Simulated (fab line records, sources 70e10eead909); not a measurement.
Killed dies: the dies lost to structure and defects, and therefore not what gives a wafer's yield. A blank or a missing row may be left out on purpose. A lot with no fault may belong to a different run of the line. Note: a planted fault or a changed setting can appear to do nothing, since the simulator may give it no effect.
The tool behind it: which one? + flow nand_harc + 12 lots, 36 wafers sampled, at 5 steps of a route of 1302

== WHAT THE GAUGES SHOWED, per wafer ==
NHARC_END_SORT_01.
| lot  | measured     | on        | killed_at_array | killed_at_other | killed_at_periphery | killed_dies | killed_open | killed_short |
|------|--------------|-----------|-----------------|-----------------|---------------------|-------------|-------------|--------------|
| L555 | day 27 18:12 | prober-02 | 47 53           | 1 0             | 2 4                 | 50 57       | 4 8         | 3 3          |

== EACH LOT AND THE TOOL THAT RAN IT (in order: tool; ch and the chambers of the sampled wafers; start) ==
| lot  | NHARC_P_GATE_RTA_82              | NHARC_P_CONTACT_DEP_00                     | NHARC_P_CONTACT_ETCH_35            | NHARC_P_CONTACT_DEGAS_38     |
|------|----------------------------------|--------------------------------------------|------------------------------------|------------------------------|
| L549 | rtp_anneal-02 ch 0, day 6 09:44  | pecvd-04 ch 0,2, day 6 11:50 or earlier    | rie_diel-12 ch 0,2,3, day 6 11:50  | pvd_sputter-01, day 6 13:20  |
| L550 | rtp_anneal-02 ch 0, day 6 12:38  | pecvd-04 ch 0,1,2, day 6 14:41 or earlier  | rie_diel-12 ch 1,2, day 6 14:41    | pvd_sputter-01, day 6 16:12  |
| L555 | rtp_anneal-01 ch 0, day 8 21:48  | pecvd-02 ch 0,1,2, day 8 23:53 or earlier  | rie_diel-06 ch 0,2, day 8 23:53    | pvd_sputter-02, day 9 01:23  |
| L560 | rtp_anneal-01 ch 0, day 10 17:29 | pecvd-04 ch 0,1, day 10 19:45 or earlier   | rie_diel-12 ch 0,1,3, day 10 19:45 | pvd_sputter-02, day 10 21:14 |
| L562 | rtp_anneal-02 ch 0, day 11 23:12 | pecvd-01 ch 0,1,2, day 12 01:10 or earlier | rie_diel-06 ch 0,1, day 12 01:10   | pvd_sputter-03, day 12 02:59 |
| L563 | rtp_anneal-01 ch 0, day 12 01:55 | pecvd-04 ch 0,2, day 12 03:53 or earlier   | rie_diel-06 ch 0,1, day 12 03:53   | pvd_sputter-01, day 12 05:30 |
| L564 | rtp_anneal-01 ch 0, day 12 14:40 | pecvd-02 ch 0,1,2, day 12 16:43 or earlier | rie_diel-13 ch 0,2, day 12 16:43   | pvd_sputter-03, day 12 18:13 |
| L565 | rtp_anneal-02 ch 0, day 13 10:35 | pecvd-01 ch 1,2, day 13 12:41 or earlier   | rie_diel-06 ch 0,2, day 13 12:41   | pvd_sputter-03, day 13 14:19 |
| L567 | rtp_anneal-02 ch 0, day 13 22:11 | pecvd-01 ch 2, day 13 22:48                | rie_diel-13 ch 0,2, day 14 00:31   | pvd_sputter-03, day 14 02:01 |
| L569 | rtp_anneal-01 ch 0, day 14 10:15 | pecvd-04 ch 0,1,2, day 14 12:18 or earlier | rie_diel-06 ch 0,3, day 14 12:18   | pvd_sputter-01, day 14 13:47 |
| L571 | rtp_anneal-02 ch 0, day 15 02:03 | pecvd-02 ch 0,1,2, day 15 04:29 or earlier | rie_diel-13 ch 0,1,2, day 15 04:29 | pvd_sputter-01, day 15 05:58 |
| L570 | rtp_anneal-01 ch 0, day 15 02:23 | pecvd-04 ch 0,1,2, day 15 04:30 or earlier | rie_diel-12 ch 0,1,2, day 15 04:30 | pvd_sputter-03, day 15 06:00 |
- NHARC_P_GATE_RTA_82: time 30 s.
- NHARC_P_CONTACT_DEP_00: deposits SiO2, target thk 500 nm.
- NHARC_P_CONTACT_ETCH_35: etches the open film in CF4, target depth 39 nm, time 65 s.
- NHARC_P_CONTACT_DEGAS_38: time 60 s.

== WHAT THE TOOLS THEMSELVES READ (means of the sampled wafers that have a number; where no wafer has one, the mark that the record gives instead) ==
NHARC_P_GATE_RTA_82.
| lot  | tool          | lamp_power_pct (%) | lamp_zone_5_pct (%) | wafer_temp_C_max |
|------|---------------|--------------------|---------------------|------------------|
| L549 | rtp_anneal-02 | 3.90               | 3.91                | 452.2            |
| L550 | rtp_anneal-02 | 3.90               | 3.92                | 453.1            |
| L555 | rtp_anneal-01 | 4.38               | 4.39                | 451.6            |
| L560 | rtp_anneal-01 | 4.38               | 4.39                | 451.3            |
| L562 | rtp_anneal-02 | 3.90               | 3.92                | 452.1            |
| L563 | rtp_anneal-01 | 4.38               | 4.40                | 451.3            |
| L564 | rtp_anneal-01 | 4.37               | 4.40                | 451.8            |
| L565 | rtp_anneal-02 | 3.90               | 3.92                | 452.6            |
| L567 | rtp_anneal-02 | 3.90               | 3.91                | 452.4            |
| L569 | rtp_anneal-01 | 4.38               | 4.39                | 451.5            |
| L571 | rtp_anneal-02 | 3.90               | 3.91                | 452.8            |
| L570 | rtp_anneal-01 | 4.38               | 4.40                | 451.5            |

NHARC_P_CONTACT_DEP_00.
| lot  | tool     | heater_power_w (W) | showerhead_vpp_V (V) | throttle_valve_pct (%) |
|------|----------|--------------------|----------------------|------------------------|
| L549 | pecvd-04 | 613                | 1923                 | 16.3                   |
| L550 | pecvd-04 | 581                | 1948                 | 16.6                   |
| L555 | pecvd-02 | 461                | 1863                 | 15.5                   |
| L560 | pecvd-04 | 576                | 1991                 | 17.4                   |
| L562 | pecvd-01 | 619                | 1785                 | 16.4                   |
| L563 | pecvd-04 | 569                | 1950                 | 16.9                   |
| L564 | pecvd-02 | 520                | 1848                 | 15.2                   |
| L565 | pecvd-01 | 545                | 1877                 | 16.1                   |
| L567 | pecvd-01 | 470                | 1678                 | 16.4                   |
| L569 | pecvd-04 | 584                | 1925                 | 16.6                   |
| L571 | pecvd-02 | 537                | 1851                 | 15.3                   |
| L570 | pecvd-04 | 578                | 1960                 | 16.4                   |

NHARC_P_CONTACT_ETCH_35.
| lot  | tool        | drypump_motor_current_A (A) | oes_product_au (a.u.) | rf_vpp_V (V) | showerhead_plenum_p_Torr (Torr) | throttle_valve_pct (%) |
|------|-------------|-----------------------------|-----------------------|--------------|---------------------------------|------------------------|
| L549 | rie_diel-12 | 5.5                         | 1.000                 | 150.9        | 1.75                            | 13.280                 |
| L550 | rie_diel-12 | 5.9                         | 0.998                 | 150.8        | 1.73                            | 13.287                 |
| L555 | rie_diel-06 | 5.9                         | 0.904                 | 150.7        | 1.76                            | 13.288                 |
| L560 | rie_diel-12 | 5.9                         | 0.998                 | 151.5        | 1.77                            | 13.290                 |
| L562 | rie_diel-06 | 5.7                         | 1.007                 | 151.9        | 1.78                            | 13.277                 |
| L563 | rie_diel-06 | 5.5                         | 1.004                 | 151.1        | 1.76                            | 13.276                 |
| L564 | rie_diel-13 | 5.1                         | 1.008                 | 150.1        | 1.71                            | 13.285                 |
| L565 | rie_diel-06 | 6.0                         | 1.005                 | 151.3        | 1.76                            | 13.287                 |
| L567 | rie_diel-13 | 5.1                         | 1.016                 | 150.0        | 1.75                            | 13.295                 |
| L569 | rie_diel-06 | 5.4                         | 1.014                 | 150.4        | 1.76                            | 13.280                 |
| L571 | rie_diel-13 | 5.6                         | 1.008                 | 150.8        | 1.75                            | 13.287                 |
| L570 | rie_diel-12 | 5.6                         | 1.004                 | 151.5        | 1.77                            | 13.280                 |

NHARC_P_CONTACT_DEGAS_38.
| lot  | tool           | heater_power_w (W) |
|------|----------------|--------------------|
| L549 | pvd_sputter-01 | 472                |
| L550 | pvd_sputter-01 | 464                |
| L555 | pvd_sputter-02 | 484                |
| L560 | pvd_sputter-02 | 443                |
| L562 | pvd_sputter-03 | 522                |
| L563 | pvd_sputter-01 | 467                |
| L564 | pvd_sputter-03 | 519                |
| L565 | pvd_sputter-03 | 517                |
| L567 | pvd_sputter-03 | 474                |
| L569 | pvd_sputter-01 | 457                |
| L571 | pvd_sputter-01 | 429                |
| L570 | pvd_sputter-03 | 520                |

== THE ANSWER, worked out from the rows above alone ==
Rule: the lots themselves supply what counts as usual. The widest of any qualifying gaps counts: lots, ordered by their means at a reading, are off when they make up no more than a third of the lots, leave a main group of 4 or more, and stand apart from it by 3 or more times the standard deviation of that group's means. A main group whose means are all the same, to the digits that the tables above print for the reading, isn't used. Also off: a lot with no number at a reading for which 4 or more lots have one. All remaining lots with rows at the step are treated as sound. Order of review: gauges by route order, followed by the tools' own readings, for which a lot's mean as printed above is used. The first step at which some lot is off is used, and at that step the reading that is off furthest; a lot without a number counts as furthest.
Off: L555 (NHARC_P_CONTACT_ETCH_35, oes_product_au). The main group: mean 1.006 a.u., standard deviation 0.0056.
A tool fits if, at that step or a process step before it, it ran every lot that is off, and no sound lot after the first of them. With no start given for some of its lots, NHARC_P_CONTACT_DEP_00 uses the hours and lot order of NHARC_P_CONTACT_ETCH_35. Not one of the candidates tried fits.

== WHAT WAS PUT IN BY THE SIMULATOR ==
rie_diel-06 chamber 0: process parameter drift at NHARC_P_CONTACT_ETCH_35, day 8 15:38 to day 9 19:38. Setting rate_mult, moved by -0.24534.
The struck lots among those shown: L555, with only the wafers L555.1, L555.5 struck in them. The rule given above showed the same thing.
